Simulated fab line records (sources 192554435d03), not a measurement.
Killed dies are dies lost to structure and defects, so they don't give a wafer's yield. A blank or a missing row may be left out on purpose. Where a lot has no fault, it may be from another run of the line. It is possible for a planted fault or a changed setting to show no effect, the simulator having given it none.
Which tool is to blame?	flow n5-finfet	Sampling: 24 lots, 72 wafers, 4 of 1938 route steps

WHAT THE GAUGES READ, wafer by wafer
N5_BEOL_M4_THK_MEAS_01. Usual: M4_ILD_THK typically reads 79.1 nm, with standard deviation 1.1.
lot	measured	on	M4_ILD_THK (nm)	flag
L074	day 7 08:02	film-metro-01	77.4 79.0 79.0	
L075	day 7 09:16	film-metro-02	78.2 79.3 81.1	
L076	day 7 18:43	film-metro-01	78.0 78.6 79.4	
L077	day 8 02:24	film-metro-02	78.7 79.8 81.0	
L078	day 8 04:15	film-metro-02	80.2 79.3 81.2	
L079	day 8 15:49	film-metro-02	77.9 78.5 78.2	
L080	day 8 21:05	film-metro-01	77.3 79.4 78.5	
L081	day 9 09:16	film-metro-02	77.9 79.1 80.0	
L082	day 9 10:36	film-metro-02	79.9 79.9 80.5	
L084	day 9 13:01	film-metro-01	78.8 80.0 78.8	
L083	day 9 13:22	film-metro-02	78.2 78.5 80.9	
L085	day 10 01:27	film-metro-01	78.5 79.6 78.4	
L087	day 10 21:14	film-metro-02	79.1 80.4 79.9	
L086	day 11 01:27	film-metro-01	79.3 77.5 80.4	
L088	day 11 03:17	film-metro-02	77.3 77.9 79.5	
L089	day 11 19:38	film-metro-01	78.1 79.1 79.3	
L090	day 12 00:10	film-metro-02	77.9 77.5 80.1	
L091	day 12 00:54	film-metro-02	78.0 80.0 81.1	
L093	day 12 02:18	film-metro-02	79.1 80.5 78.9	
L092	day 12 04:32	film-metro-02	78.7 79.6 79.6	
L095	day 12 15:15	film-metro-01	80.7 79.0 80.4	
L094	day 12 18:34	film-metro-02	78.0 79.4 78.7	
L097	day 13 15:40	film-metro-02	79.6 79.0 80.5	
L096	day 13 21:59	film-metro-01	77.6 79.2 80.3	

N5_BEOL_M4_OVL_MEAS_12. Usual: M4_OVL typically reads -0.5 nm, with standard deviation 0.54.
lot	measured	on	M4_OVL (nm)	flag
L074	day 7 09:49	overlay-02	-1.5 0.2 0.3	
L075	day 7 10:28	overlay-02	0.2 0.6 -0.6	
L076	day 7 20:01	overlay-02	-0.4 -0.3 -1.0	
L077	day 8 05:46	overlay-02	-1.1 -0.9 -0.2	
L078	day 8 06:21	overlay-02	-0.6 -0.9 -1.3	
L079	day 8 17:40	overlay-02	-0.6 -0.5 -0.5	
L080	day 8 21:38	overlay-02	-0.1 -0.9 -0.9	
L081	day 9 10:09	overlay-02	-0.1 0.0 -0.5	
L082	day 9 12:43	overlay-01	-0.7 -1.4 -0.5	
L084	day 9 15:41	overlay-02	0.1 0.3 -1.0	
L083	day 9 15:51	overlay-01	-0.7 0.7 -0.4	
L085	day 10 02:42	overlay-02	-1.0 -0.1 -0.6	
L087	day 11 01:26	overlay-01	-1.4 -0.5 -0.4	
L086	day 11 02:40	overlay-01	0.7 0.3 0.5	
L088	day 11 04:19	overlay-01	-0.3 -0.1 -0.5	
L089	day 11 20:25	overlay-01	-1.5 -0.5 -0.9	
L090	day 12 03:33	overlay-01	-0.3 -0.7 -0.5	
L091	day 12 03:52	overlay-02	-1.3 -0.9 -0.8	
L093	day 12 04:04	overlay-01	-0.3 0.3 -0.9	
L092	day 12 07:03	overlay-01	-0.2 -0.4 -0.5	
L095	day 12 15:51	overlay-02	0.1 -0.8 -0.7	
L094	day 13 02:18	overlay-01	-0.3 -0.1 -0.8	
L097	day 13 16:52	overlay-02	0.2 -1.1 -0.9	
L096	day 13 22:35	overlay-02	-1.2 -0.3 -2.1	

N5_BEOL_M4_OCD_MEAS_38. Usual: trench-depth-nm 55.7 nm, standard deviation 0.92.
lot	measured	on	trench-depth-nm (nm)	flag
L074	day 7 19:26	ocd-01	54.8 55.1 54.2	
L075	day 7 15:12	ocd-02	55.6 55.1 56.2	
L076	day 7 22:10	ocd-01	56.0 55.9 55.6	
L077	day 8 13:13	ocd-02	56.0 56.5 55.7	
L078	day 8 14:05	ocd-01	54.5 55.8 55.9	
L079	day 8 20:20	ocd-02	56.5 55.2 55.1	
L080	day 9 03:49	ocd-01	56.6 53.5 56.0	
L081	day 9 13:11	ocd-02	54.6 56.9 57.8	
L082	day 9 16:04	ocd-02	56.8 56.0 57.1	
L084	day 9 21:20	ocd-02	56.8 55.8 56.3	
L083	day 9 21:37	ocd-02	54.7 54.7 55.3	
L085	day 10 07:00	ocd-02	56.2 56.1 56.8	
L087	day 11 05:41	ocd-02	54.7 54.6 54.0	
L086	day 11 06:21	ocd-02	54.8 54.9 55.1	
L088	day 11 10:32	ocd-02	57.7 55.6 56.7	
L089	day 12 06:17	ocd-01	54.9 55.6 55.3	
L090	day 12 07:26	ocd-01	56.2 56.4 56.2	
L091	day 12 11:05	ocd-02	56.9 57.0 56.6	
L093	day 12 07:24	ocd-02	54.9 57.2 58.4	
L092	day 12 11:33	ocd-02	55.3 54.3 55.1	
L095	day 13 10:19	ocd-01	54.2 54.7 54.2	
L094	day 13 15:25	ocd-02	55.7 56.1 55.3	
L097	day 13 20:57	ocd-02	55.5 54.8 55.7	
L096	day 14 04:33	ocd-01	54.3 54.9 55.8	

WHICH TOOL RAN EACH LOT (tool, then ch and the chambers of the sampled wafers, then the start)
lot	N5_BEOL_M4_ETCH_74
L074	rie-diel-04 ch 0,2, day 7 10:12
L075	rie-diel-02 ch 1,2, day 7 11:07
L076	rie-diel-05 ch 0,2,3, day 7 20:25
L077	rie-diel-02 ch 0,1, day 8 05:57
L078	rie-diel-04 ch 2,3, day 8 06:29
L079	rie-diel-04 ch 1,2, day 8 17:47
L080	rie-diel-02 ch 0,1,2, day 8 21:46
L081	rie-diel-04 ch 0,1,2, day 9 10:17
L082	rie-diel-02 ch 0,1,2, day 9 13:21
L084	rie-diel-05 ch 1,3, day 9 15:48
L083	rie-diel-05 ch 0,1, day 9 16:02
L085	rie-diel-05 ch 1,3, day 10 02:53
L087	rie-diel-04 ch 0,1,2, day 11 01:35
L086	rie-diel-04 ch 1,2,3, day 11 03:00
L088	rie-diel-04 ch 1,2,3, day 11 04:26
L089	rie-diel-02 ch 0,3, day 11 20:51
L090	rie-diel-04 ch 0,1, day 12 03:42
L091	rie-diel-04 ch 0,1, day 12 04:14
L093	rie-diel-02 ch 0,1,2, day 12 04:19
L092	rie-diel-04 ch 0,1,3, day 12 07:24
L095	rie-diel-05 ch 0,2,3, day 12 16:01
L094	rie-diel-02 ch 2,3, day 13 02:25
L097	rie-diel-02 ch 0,2, day 13 16:59
L096	rie-diel-04 ch 1,2, day 13 23:04
- N5_BEOL_M4_ETCH_74: etches underlayer in N2/H2, target depth 6.5 nm, time 5.2 s.

WHAT THE TOOLS THEMSELVES READ (means of the sampled wafers that have a number; where no wafer has one, the mark that the record gives instead)
N5_BEOL_M4_ETCH_74. Usual: drypump-motor-current-A 5.7 A, standard deviation 0.41; etch-rf-on-time-s 5.17 s, standard deviation 0.091; oes-product-au 0.71 a.u., standard deviation 0.072; rf-vpp-V 524.0 V, standard deviation 2.6; showerhead-plenum-p-Torr 2.55 Torr, standard deviation 0.083; throttle-valve-pct 17.69 %, standard deviation 0.22.
lot	tool	drypump-motor-current-A (A)	etch-rf-on-time-s (s)	oes-product-au (a.u.)	rf-vpp-V (V)	showerhead-plenum-p-Torr (Torr)	throttle-valve-pct (%)	flag
L074	rie-diel-04	5.4	5.17	0.58	522.2	2.49	17.67	
L075	rie-diel-02	5.9	5.30	0.71	526.8	2.65	17.60	
L076	rie-diel-05	5.8	5.24	0.71	525.2	2.62	17.94	
L077	rie-diel-02	5.4	5.33	0.69	523.1	2.53	17.77	
L078	rie-diel-04	6.3	5.12	0.61	524.0	2.58	17.92	
L079	rie-diel-04	5.7	5.03	0.66	522.0	2.53	17.84	
L080	rie-diel-02	5.7	5.23	0.67	523.6	2.55	17.69	
L081	rie-diel-04	5.5	5.09	0.71	524.5	2.52	17.59	
L082	rie-diel-02	5.7	5.26	0.68	524.3	2.55	17.70	
L084	rie-diel-05	5.5	5.12	0.74	524.5	2.56	17.85	
L083	rie-diel-05	5.7	5.13	0.74	522.1	2.48	17.87	
L085	rie-diel-05	5.5	5.16	0.72	523.8	2.55	17.85	
L087	rie-diel-04	5.5	5.09	0.79	522.2	2.52	17.47	
L086	rie-diel-04	5.9	5.09	0.73	524.4	2.56	17.73	
L088	rie-diel-04	5.9	5.06	0.74	524.7	2.56	17.74	
L089	rie-diel-02	5.7	5.23	0.68	523.4	2.53	17.65	
L090	rie-diel-04	5.3	5.24	0.73	522.5	2.51	17.35	
L091	rie-diel-04	5.3	5.10	0.74	521.3	2.51	17.37	
L093	rie-diel-02	5.8	5.29	0.65	523.4	2.54	17.76	
L092	rie-diel-04	5.7	5.21	0.68	525.1	2.55	17.60	
L095	rie-diel-05	5.9	5.12	0.74	525.6	2.60	17.86	
L094	rie-diel-02	5.9	5.21	0.70	526.3	2.60	17.57	
L097	rie-diel-02	6.1	5.19	0.64	525.7	2.57	17.68	
L096	rie-diel-04	5.5	5.10	0.73	523.4	2.55	17.70	

THE ANSWER, worked out from the rows above alone
Rule: take the mean of a lot's wafers that have a number; if it is more than 3 standard deviations from the usual mean, the lot is off. Also off: a lot with no number at a reading for which 4 or more lots have one. All remaining lots with rows at the step are treated as sound. First the gauges in route order, then the tools' own readings, where a lot's mean is used as printed above. At the first step where some lot is off, the reading lying furthest off is the one used; lots without a number count as furthest.
Nothing can be told from this: no lot is off at any reading shown.

WHAT THE SIMULATOR PUT IN
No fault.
